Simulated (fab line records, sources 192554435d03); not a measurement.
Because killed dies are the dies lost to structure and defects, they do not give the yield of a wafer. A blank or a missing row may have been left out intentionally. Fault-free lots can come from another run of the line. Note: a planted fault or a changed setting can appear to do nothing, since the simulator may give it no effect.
fab line records	flow n5-finfet
record lots=4	wafers=8	last-day=17
route steps=1938 shown BEOL_M11@1546 PASSIVATION@1936
lots that met no fault: from a run of the same line without faults
start-h: hours from the record's first day to the start of the lot's first wafer shown	wait-h: hours elapsed since this lot's preceding step	" as in the row above	L1.1+2: one row covering several wafers at once	- no value, or no start given	* or withheld: withheld	< > ~ a bound
route shown NAME@n: NAME is a module with steps in the file, n the number in the route of the first one	usual: mean/standard deviation of fault-free wafers	same: alike in all rows	chamber/n: place in a boat	sites: each site's reading	_std_site: the values' standard deviation	_edge_site: outer sites' mean less inner sites'	radius-mm: for every site, how far away it sits from the centre of the wafer	mask NAME#n: copy n	behind: the tool/chamber that last shaped the wafer	hold: why the lot was held/for how many hours/how that ended	device: the transistor (n, p or np) that didn't switch	end of line: tests of these same wafers at the route's end	a step with no rows: only its recipe	killed: dies that structure and defects cost at the first sort, which is not the same as the wafer's yield	map: dies across one wafer; x = killed, . = not, _ = none there
set.NAME: the setting as run; set.NAME@STEP: as run at that earlier step	model.NAME: the simulator's own value behind a step, which no gauge read
lots seen at some steps along the route; tables by step, rows by wafer
services: from which hour (start-h, from the record's first day; less than 0 if before it) a tool's chamber was out of use, for how many hours, and why
## steps
# step N5_BEOL_M11_EXPOSE_08
# recipe mask-id=M11	na=1.35	source-shape=dipole	sigma-inner=0.411	sigma-outer=0.611	polarization=te	dose-mj=53.75
# step N5_BEOL_M11_PEB_09
# recipe peb-temp-c=withheld	peb-time-s=60	resist=CAR-ArF
# step N5_BEOL_M11_DEVELOP_10
# recipe develop-time-s=30	developer=TMAH	resist=CAR-ArF	rinse-liquid=diw	dry=air-spin	dev-temp-c=23
# step N5_BEOL_M11_DESCUM_16
# recipe chemistry=O2	time-s=7.9	source-power-w=50	bias-power-w=20	pressure-mtorr=20	rf-frequency-hz=2.712e+07	temp-c=40	resist=CAR-ArF	o2-flow-sccm=225
# step N5_BEOL_M11_ETCH_61
# recipe chemistry=CF4	target=SiARC	target-depth-a=390	mask-material=CAR-ArF	time-s=65	ion-energy-ev=80	pressure-mtorr=40	source-w=545	bias-w=36	Ar_flow_sccm=100	cf4-flow-sccm=100	ends=cleared
# step N5_BEOL_M11_ETCH_62
# recipe chemistry=N2/H2	target=SOC	target-depth-a=1100	overetch-a=220	mask-material=SiARC	temp-c=40	time-s=165	ion-energy-ev=200	pressure-mtorr=30	source-w=840	bias-w=150	n2-flow-sccm=200	h2-flow-sccm=200
# step N5_BEOL_M11_STRIP_68
# recipe chemistry=N2/H2	temp-c=40	n2-flow-sccm=200	h2-flow-sccm=200	rf-frequency-hz=6e+07
# step N5_BEOL_M11_STRIP_67
# recipe chemistry=CF4	resist=SiARC	power-w=300	bias-power-w=75	pressure-mtorr=50	cf4-flow-sccm=150	rf-frequency-hz=6e+07
# step N5_BEOL_M11_HM_OPEN_17
# recipe chemistry=Cl2/BCl3	target-depth-a=200	overetch-a=60	target=TiN	mask-material=SOC	ion-energy-ev=150	pressure-mtorr=10	icp-w=1000	bias-w=126	Cl2_flow_sccm=53.25	bcl3-flow-sccm=21.75	Ar_flow_sccm=25
# step N5_BEOL_M11_STRIP_19
# recipe chemistry=O2	power-w=400	temp-c=40	pressure-mtorr=30	rf-frequency-hz=6e+07	bias-power-w=0	overash-fraction=0.2	o2-flow-sccm=225
# usual drypump-motor-current-A=5.7/0.53	oes-product-au=0.76/0.08	rf-vpp-V=3.7/0.56	showerhead-plenum-p-Torr=2.09/0.072	throttle-valve-pct=16.61/0.26
lot.wafer	tool	chamber	start-h	wait-h	drypump-motor-current-A	oes-product-au	rf-hours-counter-h	rf-vpp-V	showerhead-plenum-p-Torr	throttle-valve-pct
L389.3	rie-diel-06	0	256.40	0.1	5.9	0.70	218	4.4	2.18	17.07
L389.4	"	2	"	"	6.2	0.84	53	4.5	2.02	16.60
L389.6	"	1	"	"	5.4	0.80	-	4.0	2.10	16.20
L400.1	rie-diel-02	3	351.68	0.2	6.5	0.68	241	3.4	2.03	16.62
L400.4	"	0	"	"	6.4	0.86	60	3.6	2.14	16.44
L400.6	"	3	"	"	6.5	0.68	-	3.9	2.03	16.61
L401.1	rie-diel-06	1	353.13	0.4	5.4	0.79	110	4.5	2.09	16.27
L403.1	rie-diel-06	1	360.88	0.1	5.4	0.79	113	2.7	2.09	16.27
# step N5_BEOL_M11_COAT_63
# recipe resist=SOC	temp-c=250	time-s=60	spin-rpm=1500	resist-thk-nm=100
# step N5_BEOL_M11_COAT_64
# recipe resist=SiARC	temp-c=220	time-s=60	spin-rpm=1500	resist-thk-nm=30
# step N5_BEOL_M11_COAT_22
# recipe resist=CAR-ArF	spin-rpm=1500	resist-thk-nm=90
# step N5_BEOL_M11_EBR_24
# recipe solvent=PGMEA	ebr-width-mm=1.5
# step N5_BEOL_M11_SOFTBAKE_23
# recipe temp-c=110	time-s=60	resist=CAR-ArF
# step N5_BEOL_M11_EXPOSE_25
# recipe mask-id=V10	na=1.35	source-shape=annular	sigma-inner=0.5	sigma-outer=0.8	polarization=unpolarized	dose-mj=85.5
# step N5_BEOL_M11_PEB_26
# recipe peb-temp-c=withheld	peb-time-s=60	resist=CAR-ArF
# step N5_BEOL_M11_DEVELOP_27
# recipe develop-time-s=30	developer=TMAH	resist=CAR-ArF	rinse-liquid=diw	dry=air-spin	dev-temp-c=23
# step N5_BEOL_M11_DESCUM_33
# recipe chemistry=O2	time-s=7.9	source-power-w=50	bias-power-w=20	pressure-mtorr=20	rf-frequency-hz=2.712e+07	temp-c=40	resist=CAR-ArF	o2-flow-sccm=225
# step N5_BEOL_M11_ETCH_65
# recipe chemistry=CF4	target=SiARC	target-depth-a=390	mask-material=CAR-ArF	time-s=65	ion-energy-ev=80	pressure-mtorr=40	source-w=545	bias-w=36	Ar_flow_sccm=100	cf4-flow-sccm=100	ends=cleared
# step N5_BEOL_M11_ETCH_66
# recipe chemistry=N2/H2	target=SOC	target-depth-a=1200	overetch-a=240	mask-material=SiARC	temp-c=40	time-s=180	ion-energy-ev=200	pressure-mtorr=30	source-w=840	bias-w=150	n2-flow-sccm=200	h2-flow-sccm=200
# step N5_BEOL_M11_STRIP_69
# recipe chemistry=N2/H2	temp-c=40	n2-flow-sccm=200	h2-flow-sccm=200	rf-frequency-hz=6e+07
# step N5_BEOL_M11_VIA_ETCH_34
# recipe chemistry=C4F6/O2	target=SiCOH_lowk	target-depth-a=1845	mask-material=SOC	taper-deg=4	time-s=69.2	ion-energy-ev=250	pressure-mtorr=30	source-w=345	bias-w=185	Ar_flow_sccm=300	C4F6_flow_sccm=10	O2_flow_sccm=10
# step N5_BEOL_M11_STRIP_73
# recipe chemistry=C4F6/O2	resist=SiARC	rf-frequency-hz=6e+07
# step N5_BEOL_M11_STRIP_36
# recipe chemistry=N2/H2	power-w=450	temp-c=40	pressure-mtorr=20	rf-frequency-hz=6e+07	overash-fraction=0.3	bias-power-w=7	h2-frac=0.5	n2-flow-sccm=200	h2-flow-sccm=200
# step N5_BEOL_M11_TRENCH_ETCH_37
# recipe chemistry=C4F6/O2	target-depth-a=1488.3	target=SiCOH_lowk	time-s=48	ion-energy-ev=250	pressure-mtorr=30	source-w=345	bias-w=185	Ar_flow_sccm=300	C4F6_flow_sccm=10	O2_flow_sccm=10
# step N5_BEOL_M11_ETCH_41
# recipe chemistry=CH3F/O2	target=SiCN	target-depth-a=426	taper-deg=2	time-s=86	ion-energy-ev=120	mask-material=TiN	pressure-mtorr=30	source-w=395	bias-w=75	Ar_flow_sccm=150	CH3F_flow_sccm=30	O2_flow_sccm=20
# step N5_BEOL_M11_STRIP_77
# recipe chemistry=N2/H2	time-s=10	power-w=450	temp-c=40	pressure-mtorr=20	rf-frequency-hz=6e+07	bias-power-w=7	n2-flow-sccm=200	h2-flow-sccm=200
# step N5_BEOL_M11_HM_STRIP_39
# recipe chemistry=peroxide-tin-strip	material=TiN	target-depth-a=250	temp-c=50	time-s=158
# step N5_BEOL_M11_SRD_40
# recipe time-s=30	temp-c=23	rinse-liquid=diw	dry=ipa-marangoni
# step N5_BEOL_M11_PRECLEAN_42
# recipe chemistry=residue-remover	time-s=60	temp-c=40
# step N5_BEOL_M11_SRD_43
# recipe time-s=30	temp-c=23	rinse-liquid=diw	dry=ipa-marangoni
# step N5_BEOL_M11_CURE_72
# recipe temp-c=370	time-s=120	ambient=DMADMS/He	material=SiCOH_lowk
# step N5_PASSIVATION_PROBE_49
# usual defect-limited-yield=91.5/1.3	killed_at_M0_to_M3=36/10	killed_at_M4_up=13/4.7	killed-at-contacts=13/6.7	killed-at-front-end=37/9.7	killed-at-other=2.6/2.3	killed-dies=101/15	killed-open=67/12	killed-short=32/6.7	sort_bin_5_function=5.0/0.89	sort_bin_6_memory=3.2/0.63	sort-n-pass=1079/16	sort-yield-pct=91.4/1.4
# same gross-dies=1180	killed-at-back-side=0	sort_bin_4_leakage[%]=0	sort_bin_8_speed[%]=0
lot.wafer	tool	chamber	start-h	wait-h	defect-limited-yield[%]	killed_at_M0_to_M3	killed_at_M4_up	killed-at-contacts	killed-at-front-end	killed-at-other	killed-dies	killed-open	killed-short	sort_bin_5_function[%]	sort_bin_6_memory[%]	sort-n-pass	sort-yield-pct[%]
L400.1	prober-02	-	397.98	0.0	91.5	26	8	11	54	1	100	72	25	4.2	3.8	1080	91.5
L400.4	prober-02	-	398.13	0.2	91.9	35	11	9	39	2	96	66	27	5.4	2.2	1084	91.9
L400.6	prober-02	-	398.23	0.3	92.1	39	9	12	33	0	93	68	25	4.7	3.0	1087	92.1
L401.1	prober-02	-	402.38	0.0	84.6	25	116	15	24	2	182	66	13	9.7	4.6	998	84.6
L403.1	prober-02	-	404.37	0.0	85.1	20	115	6	33	2	176	48	22	9.7	4.0	1004	85.1
# killed by level:class
L400.1 FIN_SAQP:geometric-particle:open=24 MOL_CONTACT_COAG:geometric-particle:open=9 FIN_SAQP:geometric-particle:short=7 BEOL_M0:geometric-particle:open=6 BEOL_M1:geometric-particle:open=6 DUMMY_GATE:geometric-particle:open=5 BEOL_M0_SAQP:geometric-particle:short=5 STI_FIN_REVEAL:geometric-particle:open=4
L400.4 DUMMY_GATE:geometric-particle:open=11 MOL_CONTACT_COAG:geometric-particle:open=7 BEOL_M0_SAQP:geometric-particle:open=7 BEOL_M3:geometric-particle:open=7 FIN_SAQP:geometric-particle:open=6 BEOL_M0_SAQP:geometric-particle:short=6 BEOL_M1:geometric-particle:open=5 BEOL_M4:geometric-particle:open=5
L400.6 BEOL_M3:geometric-particle:open=10 MOL_CONTACT_COAG:geometric-particle:open=9 BEOL_M0:geometric-particle:open=8 STI_FIN_REVEAL:geometric-particle:open=7 BEOL_M1:geometric-particle:open=6 FIN_SAQP:geometric-particle:open=5 BEOL_M0_SAQP:geometric-particle:short=5 FIN_SAQP:geometric-particle:short=4
L401.1 BEOL_M11:unspecified=102 MOL_CONTACT_COAG:geometric-particle:open=15 BEOL_M1:geometric-particle:open=11 STI_FIN_REVEAL:geometric-particle:open=7 BEOL_M0_SAQP:geometric-particle:open=7 BEOL_M4:geometric-particle:open=7 FIN_SAQP:geometric-particle:open=6 BEOL_M0_SAQP:geometric-particle:short=3
L403.1 BEOL_M11:unspecified=105 BEOL_M2:geometric-particle:open=10 STI_FIN_REVEAL:geometric-particle:open=7 FIN_SAQP:geometric-particle:open=6 GATE_CUT:geometric-particle:open=5 DUMMY_GATE:geometric-particle:open=4 MOL_CONTACT_COAG:geometric-particle:open=4 STARTING-WAFER:geometric-particle:short=4
# map L401.1 (x killed, . not)
_________________.x.....x.xx.________________
______________..x......x........_____________
___________......................x.__________
__________............x.......x....._________
________....x.xx............xx.....x.x_______
_______....x...................x.xxxxx.______
______.........x.............xxxxxxxx.x._____
_____......................xxxxxxx.xxx...____
____.............x.....x.x.xxxxxxxxxxxxx..___
___..............x......x..xxxxxxxxxxxx....__
___.x.....................xxxxxxxxxxxxx....__
__.......................x..xxxxxxxxxx.x...._
__...........x...............xxxxxxxxx..x.x._
_.............x..............xx.xxx.x....x...
_.xx........................xx...x..xx.......
_.........................x...x.........x....
_......................x...........x.........
_...................................x.x......
_........x.x.................................
_.......x..x......x........x.................
_....................x...xx..................
__......................x...........x......._
__.........................................._
___................x.....x.........x.......__
___.x.....x..............x.....x...........__
____.....................xx..xx.xx........___
_____.x........x........x..x...x...x.....____
______.x.....x...........x.....x........_____
_______.............x.................x______
________....x...x....................._______
__________.x..............x...x.x..._________
___________....x....xx..........x..__________
______________.....x...........x_____________
_________________.x..........________________
# map L403.1 (x killed, . not)
_________________.......xx...________________
______________.................._____________
___________.........x..........x...__________
__________.x....................x.x._________
________.......................xx.x..._______
_______.........................xxxx...______
______..............x.......xxx.xxxx.xx._____
_____.........xx.......x.....xxxxxxx..x..____
____.......................xxxxxxxxxxxx...___
___...............x.......xxxxxxxxxxxxxx...__
___...x..................x.xxxxxxxxxxxxxx..__
__......................xx..xxxxxxxxxxx.xx.._
__.............x.......x....xxxxxxxxxx......_
_....x..........x.x........xx.xxxxx.x.x....x.
_........x..............x....x..x.x.x..x.....
_.........x.............x........xxx.........
_...x..............................xx........
_.......x........x...x.......................
_.....x......................x..............x
_............xx........x.......x.......x.....
_........x......xx......x...........x..x.....
__............x................x............_
__...............x..........x............x.._
___............................x...........__
___...................x.................x..__
____....x.x......x....x...................___
_____....................................____
______......x..........................._____
_______....x......x......x.............______
________...x....................x.x..._______
__________.......xx................._________
___________x..x.x...x..............__________
______________.................._____________
_________________.x..........________________
## services
tool	chamber	start-h	hours	kind
rie-diel-02	1	267.30	-	clean
rie-diel-02	1	267.30	-	consumable-replace:esc
rie-diel-02	1	267.30	-	consumable-replace:focus-ring
rie-diel-02	1	267.30	22.7	scheduled-down
rie-diel-02	1	267.30	22.7	vent-cycle
## key
first-sign step=N5_PASSIVATION_PROBE_49	reading=killed_at_M4_up	direction=up	sigmas=22	usual=13	struck=116
effect step=N5_PASSIVATION_PROBE_49	reading=defect-limited-yield	direction=down	sigmas=5.1	usual=91.5	struck=84.8
more-kills-born-at N5_BEOL_M11_STRIP_19@rie-diel-06=207
met-at N5_BEOL_M11_STRIP_19
struck-wafers L401.1,L403.1
onset-between 256.40 353.13
also-fits time
earlier-fault kind=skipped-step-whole	tool=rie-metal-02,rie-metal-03	chamber=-	onset-h=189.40	steps=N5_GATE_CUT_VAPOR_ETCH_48	scope=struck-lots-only
fault kind=chamber-particle-source	tool=rie-diel-06	chamber=1	onset-h=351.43	steps=N5_BEOL_M11_STRIP_19	rate-per-visit-cm2=0.47064
